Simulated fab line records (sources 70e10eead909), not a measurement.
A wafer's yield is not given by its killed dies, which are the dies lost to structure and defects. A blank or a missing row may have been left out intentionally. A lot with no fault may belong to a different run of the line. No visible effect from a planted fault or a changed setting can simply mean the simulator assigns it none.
Problem report in the 8D (eight disciplines) form, filled by code :: flow nand-harc :: the parts of the form that need people (team, actions taken, sign-off) are left out

1. WHAT WENT WRONG
Wafers without a fault read 129.6 nm, standard deviation 1.3; cd-nm at NHARC_P_M1_CD_MEAS_09 reads a mean of 144.6 nm on 6 wafers belonging to 2 lots. Relative to the usual mean, that is a shift of +12 standard deviations.
The step: target cd 130 nm.
The first sign was on wafer L520.1 at day 12 13:55, on cd-sem-02. The record has a number at this step for 39 wafers belonging to 13 lots. Rule for "out", or "out of limits": more than 4 standard deviations from the usual mean. The rest of the wafers with a number are treated as sound.

2. WHAT IT IS, WHAT IT ISN'T
question: which readings at this step
is: cd-nm
is not: -

question: which lots
is: L520, L522
is not: L508, L509, L510, L511, L512, L514, L515, L519, L523, L524, L529

question: which wafers of those lots
is: all that have a number
is not: -

question: read on which gauges
is: cd-sem-02, cd-sem-03
is not: cd-sem-01

question: when
is: from day 12 13:55
is not: up to then (24 sound wafers); but 9 sound wafers of L523, L524, L529 came after

3. SUSPECTS, AND WHAT RULES EACH OUT
Counting: a tool at a process step up to the reading stays a suspect if it ran every lot that is out and no sound lot after the first of them.
- the gauge at NHARC_P_M1_CD_MEAS_09 is ruled out. The wafers that are out were read on 2 gauges (cd-sem-02, cd-sem-03).
- pvd-sputter-02 at NHARC_P_M0_PRE_CLEAN_29 (time 30 s): ruled out as a lasting fault. After its first lot that is out, L520 (day 12 12:31), sound lots L524, L529 ran on it. NHARC_P_M0_PRE_CLEAN_29 gives no start for some lots, so the hours and the order of its lots are those of NHARC_P_M0_INSPECT_27.
- litho-track-06 at NHARC_P_M1_PEB_07 (peb time 65 s): kept. It ran every lot that is out, first L520 (day 12 13:50), and no sound lot after that; its last sound lot up to then is L515 (day 10 01:53).
After counting, what remains is litho-track-06 at NHARC_P_M1_PEB_07.

4. THE CAUSE (what the simulator had put in)
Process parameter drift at NHARC_P_M1_PEB_07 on litho-track-06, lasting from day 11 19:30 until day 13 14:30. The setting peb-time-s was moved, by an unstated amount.
Counting left only this tool.

5. SEQUENCE OF EFFECTS, ordered by route
Each row: a reading whose mean over the struck wafers that have a number lies more than 3 standard deviations from the usual. Only readings whose record carries a usual standard deviation are examined. hours: median over the lots of the time between each lot's start at the first step of this table that gives one and its start at this step. sigmas: the change, counted in usual standard deviations.
hours: 0
step: NHARC_P_M1_CD_MEAS_09
reading: cd-nm
usual: 129.6 nm
on struck wafers: 144.6
change: +15.0
sigmas: +12
Later measuring or inspecting steps at which every struck wafer that the step has a row for has a number for every such reading, and none has moved that far: NHARC_END_SORT_01.

6. HOW IT WOULD HAVE BEEN CAUGHT EARLIER
Counted from the fault's start at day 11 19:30, it took 18 hours until the first out-of-limits reading at a measuring or inspecting step in this record, taken at day 12 13:55.
An alarm limit of 4 standard deviations would not have fired on the tool readings at NHARC_P_M1_PEB_07 for which the record gives a usual standard deviation, since none of them was out on any struck wafer.
Among the 2 lots that are out, L522 began NHARC_P_M1_PEB_07 on litho-track-06 after day 12 13:55. Holding the tool at that time would have saved it.
